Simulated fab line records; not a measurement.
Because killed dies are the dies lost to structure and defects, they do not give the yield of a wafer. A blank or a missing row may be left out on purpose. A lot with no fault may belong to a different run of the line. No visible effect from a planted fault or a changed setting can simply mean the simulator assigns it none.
Matching of chambers | flow n5 finfet | N5_BEOL_M9_DEP_56 on pecvd-02 has 3 sister chambers
The step deposits SiCN from 3MS/NH3, target thk 15 nm, time 26.5 s. 14 wafers are shown with their chamber, then 7 later ones without.

== EACH WAFER AND ITS CHAMBER ==
wafer  | chamber | throttle valve pct (%) | showerhead plenum p Torr (Torr)
L768.2 | 0       | 9.2                    | 3.678
L768.3 | 1       | 8.7                    | 3.674
L768.6 | 1       | 8.5                    | 3.688
L771.2 | 2       | 9.0                    | 3.653
L771.3 | 0       | 9.3                    | 3.677
L771.4 | 1       | 8.6                    | 3.674
L773.2 | 2       | 9.1                    | 3.656
L773.4 | 0       | 9.3                    | 3.680
L773.5 | 2       | 9.0                    | 3.664
L774.1 | 1       | 8.4                    | 3.676
L774.3 | 2       | 8.8                    | 3.664
L774.5 | 0       | 9.3                    | 3.692
L779.3 | 0       | 9.3                    | 3.679
L779.4 | 0       | 9.3                    | 3.667

SIGNATURES, as means of the wafers listed above
reading                  | chamber 0 | chamber 1 | chamber 2 | scatter within a chamber
throttle valve pct       | 9.283     | 8.550     | 8.975     | 0.0981
showerhead plenum p Torr | 3.67883   | 3.67800   | 3.65925   | 0.00707
Rule: for a wafer and a chamber, the distance is found by dividing, reading by reading, the gap between the wafer's reading and the chamber's mean by the reading's scatter, squaring, summing and taking the root. The wafer belongs to the nearest chamber; if the next one is less than 2 further off, it can't be placed. The scatter is the square root of a quotient: the sum, over the shown wafers, of each reading's squared deviation from its chamber's mean, divided by wafers minus chambers.

== WAFERS MISSING THEIR CHAMBER ==
wafer  | throttle valve pct (%) | showerhead plenum p Torr (Torr)
L779.6 | 8.9                    | 3.662
L784.3 | 8.9                    | 3.676
L784.5 | 8.8                    | 3.665
L784.6 | 9.1                    | 3.688
L788.1 | 9.3                    | 3.677
L788.4 | 9.3                    | 3.686
L788.5 | 8.7                    | 3.678

== WHICH CHAMBER EACH WENT THROUGH ==
wafer  | from the rows above          | in truth
L779.6 | 2                            | 2
L784.3 | can't be placed: 2 or 1 or 0 | 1
L784.5 | can't be placed: 2 or 1      | 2
L784.6 | can't be placed: 0 or 2      | 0
L788.1 | 0                            | 0
L788.4 | 0                            | 0
L788.5 | 1                            | 1
Placed correctly: 4 of 7. Cannot be placed on the basis of these rows: 3; the candidates contain the true chamber in 3. Placed wrongly: 0.
